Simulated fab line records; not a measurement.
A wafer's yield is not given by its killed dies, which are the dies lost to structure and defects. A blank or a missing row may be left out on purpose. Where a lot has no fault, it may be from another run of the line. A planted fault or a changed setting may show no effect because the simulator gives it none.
Matching of chambers | flow n5Finfet | rieDiel-01 running N5_BEOL_M8_ETCH_62: 4 sister chambers
The step etches SOC in N2/H2, target depth 110 nm, overetch 22 nm, time 165 s. 18 wafers are shown with their chamber, then 9 later ones without.

== WAFERS, EACH WITH ITS CHAMBER ==
wafer  | chamber | drypumpMotorCurrentA (A) | showerheadPlenumPTorr (Torr) | throttleValvePct (%)
L074.3 | 2       | 5.8                      | 2.46                         | 17.71
L074.4 | 0       | 4.9                      | 2.50                         | 18.23
L074.5 | 1       | 6.3                      | 2.47                         | 17.45
L076.1 | 2       | 5.8                      | 2.46                         | 17.73
L076.2 | 3       | 6.1                      | 2.46                         | 17.43
L076.5 | 0       | 4.9                      | 2.50                         | 18.24
L075.3 | 2       | 5.8                      | 2.46                         | 17.73
L075.4 | 1       | 6.3                      | 2.47                         | 17.44
L075.6 | 3       | 6.1                      | 2.46                         | 17.45
L079.1 | 2       | 5.8                      | 2.46                         | 17.71
L079.3 | 1       | 6.3                      | 2.47                         | 17.44
L079.5 | 2       | 5.7                      | 2.46                         | 17.73
L082.1 | 1       | 6.3                      | 2.46                         | 17.45
L082.4 | 2       | 5.8                      | 2.46                         | 17.72
L082.5 | 1       | 6.3                      | 2.46                         | 17.45
L078.1 | 1       | 6.3                      | 2.46                         | 17.47
L078.4 | 0       | 4.9                      | 2.50                         | 17.85
L078.5 | 1       | 6.4                      | 2.46                         | 17.48

SIGNATURES (averages over the wafers above)
reading               | chamber 0 | chamber 1 | chamber 2 | chamber 3 | scatter within a chamber
drypumpMotorCurrentA  | 4.900     | 6.314     | 5.783     | 6.100     | 0.0347
showerheadPlenumPTorr | 2.5000    | 2.4643    | 2.4600    | 2.4600    | 0.0035
throttleValvePct      | 18.1067   | 17.4543   | 17.7217   | 17.4400   | 0.0849
Rule: distance of a wafer from a chamber = root of the sum over the readings of ((wafer's reading minus chamber's mean) / reading's scatter) squared. If the next closest chamber is less than 2 further off than the closest, the wafer can't be placed; otherwise it belongs to the closest. The scatter: the root of (the sum of the squares of (reading less its chamber's mean) over the shown wafers, divided by (wafers less chambers)).

== WAFERS WHOSE CHAMBER IS MISSING ==
wafer  | drypumpMotorCurrentA (A) | showerheadPlenumPTorr (Torr) | throttleValvePct (%)
L083.3 | 6.4                      | 2.46                         | 17.47
L083.5 | 5.8                      | 2.46                         | 17.75
L083.6 | 6.4                      | 2.46                         | 17.49
L094.1 | 6.1                      | 2.44                         | 17.51
L094.2 | 6.3                      | 2.45                         | 17.53
L094.4 | 4.8                      | 2.49                         | 17.90
L097.2 | 4.9                      | 2.48                         | 17.91
L097.3 | 5.8                      | 2.45                         | 17.79
L097.6 | 6.4                      | 2.45                         | 17.52

== WHICH CHAMBER EACH WENT THROUGH ==
wafer  | from the rows above | in truth
L083.3 | 1                   | 1
L083.5 | 2                   | 2
L083.6 | 1                   | 1
L094.1 | 3                   | 3
L094.2 | 1                   | 1
L094.4 | 0                   | 0
L097.2 | 0                   | 0
L097.3 | 2                   | 2
L097.6 | 1                   | 1
9 of 9 placed correctly. From these rows, 0 cannot be placed. Number placed wrongly: 0.
